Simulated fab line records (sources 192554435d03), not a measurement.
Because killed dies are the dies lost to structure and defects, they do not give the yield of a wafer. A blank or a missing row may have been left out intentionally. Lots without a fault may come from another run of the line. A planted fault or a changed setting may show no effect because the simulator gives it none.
Chamber matching    flow n5_finfet    4 sister chambers for N5_SPACER0_ALD_08 on ald_sin-04
The step deposits SiNx, target thk 2 nm. 8 wafers are shown with their chamber, then 10 later ones without.

## WAFERS WITH THEIR CHAMBER
wafer   chamber  heater_power_w (W)
L074.5  1        999
L079.4  1        1005
L087.3  2        757
L090.4  3        915
L090.5  0        795
L090.6  3        896
L091.1  0        803
L091.3  2        765

## WAFERS WITH NO CHAMBER GIVEN
wafer   heater_power_w (W)
L091.6  761
L095.4  733
L095.5  885
L095.6  787
L096.1  1029
L096.3  892
L096.5  749
L097.2  799
L097.4  903
L097.5  1028

## WHICH CHAMBER EACH WENT THROUGH
wafer   from the rows above      in truth
L091.6  2                        2
L095.4  2                        2
L095.5  3                        3
L095.6  can't be placed: 0 or 2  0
L096.1  1                        1
L096.3  3                        3
L096.5  2                        2
L097.2  0                        0
L097.4  3                        3
L097.5  1                        1
Correct placement for 9 of the 10. Unplaceable from these rows: 1, with the true chamber sitting among the candidates in 1. 0 placed wrongly.
How it was worked out, from the rows above alone: a wafer's distance from a chamber is the root of the sum, over the readings, of the square of ((its reading less the chamber's mean) divided by the reading's scatter). The wafer belongs to the nearest chamber; if the next one is less than 2 further off, it can't be placed. A chamber's mean is the mean of its shown wafers. The scatter is the square root of a quotient: the sum, over the shown wafers, of each reading's squared deviation from its chamber's mean, divided by wafers minus chambers.
